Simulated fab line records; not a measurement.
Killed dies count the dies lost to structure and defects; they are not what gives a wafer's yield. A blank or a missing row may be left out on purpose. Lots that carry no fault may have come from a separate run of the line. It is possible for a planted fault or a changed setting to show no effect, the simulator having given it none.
fab line records -- flow nandHarc -- part 1 of 2: steps 1 to 4 of 5
[record] lots = 12, wafers = 36, lastDay = 33
route steps=1302 shown A_CHANNEL_HOLE_D1@477 A_CHANNEL_FILL_D1@494 END@1302
lots that met no fault: taken from a fault-free run of the same line
startH: the number of hours between the record's first day and the start of the first shown wafer of the lot -- waitH: hours since the lot's step before -- " same as the row above -- L1.1+2: several wafers, shown together as one row -- - no value, or no start given -- * or withheld: withheld -- < > ~ a bound
route shown NAME@n: NAME is a module with steps in the file, n the number in the route of the first one -- usual: mean/standard deviation of fault-free wafers -- same: alike in all rows -- chamber/n: place in a boat -- sites: readings site by site -- _std_site: their standard deviation -- _edge_site: mean of outer sites minus mean of inner sites -- radiusMm: for every site, how far away it sits from the centre of the wafer -- mask NAME#n: copy n -- behind: the last tool/chamber to shape the wafer -- hold: the reason the lot was held/the length of the hold in hours/how it ended -- device: whichever transistor did not switch (one of n, p or np) -- end of line: at the end of the route, the tests of the same wafers -- for a step that has no rows: nothing shown but its recipe -- killed: not the wafer's yield, but the dies lost to structure and defects at the first sort -- map: the dies of a wafer, with x for killed, . for not killed, _ for no die there
set.NAME: the setting as run; set.NAME@STEP: as run at that earlier step -- model.NAME: the simulator's own value behind a step, which no gauge read
a sample of lots followed through the steps of the route, with each step as a table and each wafer as a row
services: a tool's chamber out of use, with start hour (startH, from the record's first day; less than 0 if before it), hours out, and reason
[[steps]]
[step NHARC_A_CHANNEL_HOLE_D1_ETCH_25]
[recipe] biasV = 5000, sourceW = withheld, pressureMtorr = 20, timeS = 1040.2, arFlowSccm = 375, c4f8FlowSccm = 93.8, o2FlowSccm = 31.2, tempC = -20, targetDepthA = 15000, chemistry = C4F8/O2/Ar
[usual] c4f8FlowSccm = 93.80/0.28, drypumpMotorCurrentA = 5.4/0.51, showerheadPlenumPTorr = 3.61/0.12, throttleValvePct = 32.235/0.009
lot.wafer,tool,chamber,startH,waitH,c4f8FlowSccm,drypumpMotorCurrentA,rfHoursCounterH,showerheadPlenumPTorr,throttleValvePct
L461.3,harEtch-02,0,191.23,0.7,93.60,5.0,-,3.76,32.227
L461.4,harEtch-02,1,191.23,0.7,93.94,4.8,-,3.46,32.230
L461.6,harEtch-02,0,191.23,0.7,93.65,5.0,-,3.76,32.238
L460.2,harEtch-01,1,191.64,0.6,93.95,5.9,95,3.61,32.227
L460.5,harEtch-01,1,191.64,0.6,93.66,5.9,-,3.61,32.238
L460.6,harEtch-01,0,191.64,0.6,93.85,6.0,-,3.73,32.238
L463.1,harEtch-01,0,214.21,0.6,93.81,6.0,110,3.72,32.238
L463.2,harEtch-01,1,214.21,0.6,93.50,5.9,110,3.60,32.235
L463.3,harEtch-01,0,214.21,0.6,93.97,6.0,-,3.72,32.240
L464.2,harEtch-01,1,222.56,0.6,93.74,5.9,118,3.60,32.240
L464.1,harEtch-01,0,222.56,0.6,93.32,6.0,118,3.72,32.234
L464.3,harEtch-01,0,222.56,0.6,93.42,6.0,-,3.72,32.242
L467.1,harEtch-02,0,256.91,0.7,93.68,5.0,327,3.74,32.223
L467.4,harEtch-02,1,256.91,0.7,93.47,4.9,-,3.44,32.236
L467.5,harEtch-02,0,256.91,0.7,93.56,5.0,-,3.74,32.239
L468.1,harEtch-02,1,274.80,0.6,94.06,4.9,350,3.44,32.240
L468.2,harEtch-02,0,274.80,0.6,93.70,5.0,335,3.74,32.237
L468.6,harEtch-02,1,274.80,0.6,93.91,4.9,-,3.44,32.231
L469.2,harEtch-01,0,278.77,0.7,94.15,6.0,148,3.70,32.233
L469.5,harEtch-01,1,278.77,0.7,93.70,5.8,-,3.58,32.235
L469.6,harEtch-01,0,278.77,0.7,93.61,6.0,-,3.70,32.240
L471.3,harEtch-01,0,289.02,0.7,93.56,6.0,-,3.69,32.219
L471.5,harEtch-01,0,289.02,0.7,93.91,6.0,-,3.69,32.250
L471.6,harEtch-01,1,289.02,0.7,93.74,5.9,-,3.58,32.244
L470.2,harEtch-02,1,291.30,0.6,94.09,4.8,361,3.43,32.233
L470.4,harEtch-02,1,291.30,0.6,93.89,4.9,-,3.43,32.262
L470.6,harEtch-02,0,291.30,0.6,93.86,5.0,-,3.73,32.226
L479.3,harEtch-01,0,378.88,0.7,94.08,6.1,-,3.67,32.233
L479.5,harEtch-01,1,378.88,0.7,94.19,5.9,-,3.55,32.226
L479.6,harEtch-01,0,378.88,0.7,93.83,6.0,-,3.67,32.243
L480.2,harEtch-01,1,386.57,0.7,94.09,5.9,213,3.55,32.238
L480.4,harEtch-01,1,386.57,0.7,93.98,5.9,-,3.55,32.213
L480.5,harEtch-01,0,386.57,0.7,93.71,6.0,-,3.66,32.238
L482.2,harEtch-02,1,400.44,0.6,94.10,4.9,3,3.93,32.242
L482.3,harEtch-02,0,400.44,0.6,93.40,5.0,-,3.70,32.239
L482.5,harEtch-02,0,400.44,0.6,93.71,5.0,-,3.70,32.225
[step NHARC_A_CHANNEL_HOLE_D1_ETCH_33]
[recipe] biasV = 400, sourceW = 2000, pressureMtorr = 25, timeS = 90, arFlowSccm = 375, c4f8FlowSccm = 41.7, o2FlowSccm = 83.3, tempC = -20, targetDepthA = 4000, chemistry = C4F8/O2/Ar
[usual] c4f8FlowSccm = 41.71/0.12, drypumpMotorCurrentA = 5.4/0.51, showerheadPlenumPTorr = 3.65/0.13, throttleValvePct = 27.620/0.0092
lot.wafer,tool,chamber,startH,waitH,c4f8FlowSccm,drypumpMotorCurrentA,rfHoursCounterH,showerheadPlenumPTorr,throttleValvePct
L461.3,harEtch-02,0,192.07,0.2,41.78,5.0,-,3.81,27.601
L461.4,harEtch-02,1,192.07,0.2,41.74,4.8,-,3.50,27.619
L461.6,harEtch-02,0,192.07,0.2,41.65,5.0,-,3.81,27.612
L460.2,harEtch-01,1,192.73,0.2,41.69,5.8,96,3.65,27.633
L460.5,harEtch-01,1,192.73,0.2,41.89,5.8,-,3.65,27.634
L460.6,harEtch-01,0,192.73,0.2,41.89,6.0,-,3.77,27.619
L463.1,harEtch-01,0,215.29,0.2,41.66,6.0,111,3.76,27.634
L463.2,harEtch-01,1,215.29,0.2,41.66,5.8,111,3.64,27.624
L463.3,harEtch-01,0,215.29,0.2,41.78,6.0,-,3.76,27.629
L464.2,harEtch-01,1,223.63,0.2,41.64,5.9,119,3.64,27.615
L464.1,harEtch-01,0,223.63,0.2,41.82,6.0,119,3.76,27.623
L464.3,harEtch-01,0,223.63,0.2,41.79,6.0,-,3.76,27.614
L467.1,harEtch-02,0,257.87,0.2,41.86,5.0,328,3.79,27.628
L467.4,harEtch-02,1,257.87,0.2,41.92,4.9,-,3.48,27.637
L467.5,harEtch-02,0,257.87,0.2,41.55,5.0,-,3.79,27.614
L468.1,harEtch-02,1,275.88,0.2,41.64,4.8,351,3.47,27.622
L468.2,harEtch-02,0,275.88,0.2,41.53,5.0,336,3.79,27.623
L468.6,harEtch-02,1,275.88,0.2,41.79,4.8,-,3.47,27.621
L469.2,harEtch-01,0,279.74,0.2,41.98,6.0,149,3.74,27.608
L469.5,harEtch-01,1,279.74,0.2,41.62,5.8,-,3.62,27.621
L469.6,harEtch-01,0,279.74,0.2,41.74,6.0,-,3.74,27.628
L471.3,harEtch-01,0,289.87,0.2,41.68,6.0,-,3.74,27.619
L471.5,harEtch-01,0,289.87,0.2,41.65,6.0,-,3.74,27.614
L471.6,harEtch-01,1,289.87,0.2,41.58,5.9,-,3.62,27.613
L470.2,harEtch-02,1,292.39,0.2,41.81,4.9,362,3.47,27.636
L470.4,harEtch-02,1,292.39,0.2,42.00,4.9,-,3.47,27.620
L470.6,harEtch-02,0,292.39,0.2,41.88,5.0,-,3.78,27.628
L479.3,harEtch-01,0,379.61,0.2,41.43,6.1,-,3.71,27.611
L479.5,harEtch-01,1,379.61,0.2,41.80,5.8,-,3.59,27.632
L479.6,harEtch-01,0,379.61,0.2,41.59,6.0,-,3.71,27.611
L480.2,harEtch-01,1,387.55,0.2,41.80,5.8,214,3.58,27.617
L480.4,harEtch-01,1,387.55,0.2,41.70,5.9,-,3.58,27.626
L480.5,harEtch-01,0,387.55,0.2,41.84,6.0,-,3.71,27.635
L482.2,harEtch-02,1,401.51,0.2,41.65,4.9,4,3.98,27.609
L482.3,harEtch-02,0,401.51,0.2,41.90,5.0,-,3.75,27.626
L482.5,harEtch-02,0,401.51,0.2,41.56,5.0,-,3.75,27.605
[step NHARC_A_CHANNEL_FILL_D1_ALD_14]
[recipe] targetThkA = 25, pulseTimeS = 10, aldCycles = 25, tempC = 300, material = SiO2
[usual] aldCycles = 25/0, heaterPowerW = 471/40, precursorPulseHeightRel = 1.000/0.018, susceptorTempC = 299.99/0.2
lot.wafer,tool,chamber,startH,waitH,aldCycles,heaterPowerW,precursorPulseHeightRel,susceptorTempC
L460.2,aldHk-02,2,201.11,0.2,25,470,0.988,300.19
L460.5,aldHk-02,3,201.11,0.2,25,512,0.992,299.61
L460.6,aldHk-02,0,201.11,0.2,25,527,0.990,300.18
L461.4,aldHk-02,1,201.22,0.3,25,503,1.000,299.99
L461.3,aldHk-02,2,201.22,0.3,25,491,0.979,300.33
L461.6,aldHk-02,1,201.22,0.3,25,475,1.014,299.96
L463.2,aldHk-01,2,225.73,1.5,25,441,1.027,299.98
L463.1,aldHk-01,3,225.73,1.5,25,479,0.963,299.86
L463.3,aldHk-01,0,225.73,1.5,25,414,1.002,300.10
L464.1,aldHk-01,3,233.00,0.0,25,481,1.019,299.69
L464.3,aldHk-01,0,233.00,0.0,25,417,1.024,299.87
L464.2,aldHk-01,2,233.00,0.0,25,447,1.007,300.15
L467.4,aldHk-02,1,266.77,0.0,25,482,0.970,299.98
L467.1,aldHk-02,3,266.77,0.0,25,502,0.999,299.65
L467.5,aldHk-02,2,266.77,0.0,25,464,0.995,299.70
L468.1,aldHk-02,3,284.82,0.0,25,511,0.977,300.03
L468.2,aldHk-02,0,284.82,0.0,25,513,0.988,300.29
L468.6,aldHk-02,0,284.82,0.0,25,519,1.021,299.70
L469.2,aldHk-02,0,288.74,0.1,31,535,1.000,300.08
L469.6,aldHk-02,2,288.74,0.1,31,475,1.012,299.73
L469.5,aldHk-02,3,288.74,0.1,25,522,0.982,300.12
L471.3,aldHk-02,0,298.78,0.0,25,534,1.004,299.85
L471.5,aldHk-02,0,298.78,0.0,25,518,0.960,299.61
L471.6,aldHk-02,1,298.78,0.0,31,495,1.016,299.82
L470.4,aldHk-02,3,299.00,0.3,25,512,0.995,299.97
L470.2,aldHk-02,1,299.00,0.3,31,511,0.993,299.95
L470.6,aldHk-02,3,299.00,0.3,31,510,0.986,299.78
L479.3,aldHk-02,0,388.58,0.1,25,514,0.975,299.87
L479.6,aldHk-02,2,388.58,0.1,25,494,0.978,299.83
L479.5,aldHk-02,3,388.58,0.1,25,495,1.000,299.98
L480.4,aldHk-01,2,397.74,1.3,25,412,0.986,300.01
L480.2,aldHk-01,0,397.74,1.3,25,396,1.004,299.70
L480.5,aldHk-01,2,397.74,1.3,25,414,1.013,300.05
L482.3,aldHk-01,1,410.50,0.0,25,418,1.009,299.88
L482.2,aldHk-01,0,410.50,0.0,25,412,1.006,299.86
L482.5,aldHk-01,2,410.50,0.0,25,413,0.977,299.95
[step NHARC_A_CHANNEL_FILL_D1_STRIP_28]
[recipe] timeS = 20, o2FlowSccm = 500, arFlowSccm = 0, biasW = 0, chemistry = O2
[usual] drypumpMotorCurrentA = 5.5/0.36, oesProductAu = 0.995/0.0089, rfVppV = 57.7/0.88, showerheadPlenumPTorr = 3.52/0.18, throttleValvePct = 17.035/0.0085
lot.wafer,tool,chamber,startH,waitH,drypumpMotorCurrentA,oesProductAu,rfHoursCounterH,rfVppV,showerheadPlenumPTorr,throttleValvePct
L461.4,rieDiel-03,3,218.49,0.1,5.8,1.009,-,56.8,3.31,17.034
L461.3,rieDiel-03,2,218.49,0.1,5.6,1.005,-,56.4,3.42,17.028
L461.6,rieDiel-03,2,218.49,0.1,5.6,1.016,-,57.7,3.42,17.029
L460.2,rieDiel-13,0,218.76,0.4,5.5,0.983,2.9,58.4,3.43,17.040
L460.6,rieDiel-13,1,218.76,0.4,5.4,0.998,-,56.3,3.33,17.052
L460.5,rieDiel-13,2,218.76,0.4,5.0,0.992,-,57.9,3.36,17.046
L463.1,rieDiel-13,1,242.62,0.1,5.4,1.003,4.4,57.3,3.33,17.032
L463.3,rieDiel-13,2,242.62,0.1,5.0,0.998,4.1,56.6,3.36,17.039
L463.2,rieDiel-13,3,242.62,0.1,6.3,0.994,3.8,56.6,3.32,17.036
L464.2,rieDiel-02,0,250.87,0.1,5.1,0.997,0.7,57.7,3.70,17.045
L464.3,rieDiel-02,2,250.87,0.1,5.7,0.991,0.9,60.3,3.73,17.027
L464.1,rieDiel-02,3,250.87,0.1,5.8,0.988,0.8,57.4,3.79,17.034
L467.4,rieDiel-02,2,286.58,0.1,5.7,0.989,1.8,56.8,3.73,17.038
L467.1,rieDiel-02,0,286.58,0.1,5.1,0.996,2.1,59.6,3.70,17.045
L467.5,rieDiel-02,2,286.58,0.1,5.7,0.984,-,57.9,3.73,17.028
L468.1,rieDiel-13,0,302.76,0.1,5.5,0.988,8.0,57.7,3.43,17.028
L468.2,rieDiel-13,1,302.76,0.1,5.4,1.003,8.3,57.0,3.33,17.034
L468.6,rieDiel-13,1,302.76,0.1,5.3,0.995,-,56.8,3.33,17.037
L469.2,rieDiel-02,0,307.69,0.1,5.1,0.999,3.7,58.5,3.70,17.032
L469.5,rieDiel-02,2,307.69,0.1,5.7,0.987,-,58.1,3.73,17.028
L469.6,rieDiel-02,3,307.69,0.1,5.8,0.993,-,58.9,3.79,17.042
L471.3,rieDiel-13,1,315.88,0.1,5.4,0.996,9.6,58.1,3.33,17.042
L471.5,rieDiel-13,1,315.88,0.1,5.4,1.004,-,57.7,3.33,17.035
L471.6,rieDiel-13,2,315.88,0.1,5.0,0.993,-,56.8,3.36,17.044
L470.2,rieDiel-02,1,315.90,0.1,5.2,0.980,4.4,57.5,3.67,17.042
L470.4,rieDiel-02,1,315.90,0.1,5.2,0.979,-,57.7,3.67,17.039
L470.6,rieDiel-02,0,315.90,0.1,5.1,1.003,-,58.5,3.70,17.033
L479.3,rieDiel-02,0,406.69,0.1,5.1,0.991,0.1,57.2,3.69,17.035
L479.5,rieDiel-02,0,406.69,0.1,5.1,1.000,-,57.4,3.69,17.028
L479.6,rieDiel-02,1,406.69,0.1,5.2,0.998,-,57.9,3.67,17.037
L480.4,rieDiel-03,0,414.94,0.1,5.3,1.008,5.9,55.9,3.29,17.035
L480.2,rieDiel-03,3,414.94,0.1,5.8,0.987,6.3,57.9,3.30,17.030
L480.5,rieDiel-03,0,414.94,0.1,5.3,1.011,-,58.2,3.29,17.048
L482.2,rieDiel-02,1,429.68,0.1,5.2,1.003,1.1,57.4,3.67,17.053
L482.3,rieDiel-02,0,429.68,0.1,5.1,0.993,1.3,56.7,3.69,17.030
L482.5,rieDiel-02,2,429.68,0.1,5.7,1.003,-,57.7,3.73,17.049
[[key]]
[firstSign] step = NHARC_A_CHANNEL_FILL_D1_ALD_14, reading = aldCycles, direction = up, sigmas = 99+, usual = 25, struck = 31
effect none on later readings
metAt NHARC_A_CHANNEL_FILL_D1_ALD_14
struckLots L469,L470,L471
struckWafers L469.2,L469.6,L470.2,L470.6,L471.6
testerLeftOut L469,L470,L471
notActingAt NHARC_A_CHANNEL_HOLE_D1_ETCH_25,NHARC_A_CHANNEL_HOLE_D1_ETCH_33,NHARC_A_CHANNEL_FILL_D1_STRIP_28
onsetBetween 284.82 288.74
[fault] kind = processParameterDrift, tool = aldHk-02, chamber = -, onsetH = 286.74, steps = NHARC_A_CHANNEL_FILL_D1_ALD_14, channel = aldCycles, offset = 6, shape = step, endH = 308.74, scope = struckWafersOnly, actsIn = theseRecipesOnly, stated = 25
// testerLeftOut: of these lots the tester's yield and bins aren't shown, on N5 and GAA mostly nor the transistor test; their killed dies are dies lost to structure and defects alone, not to doping, threshold or leakage, so they don't give the yield
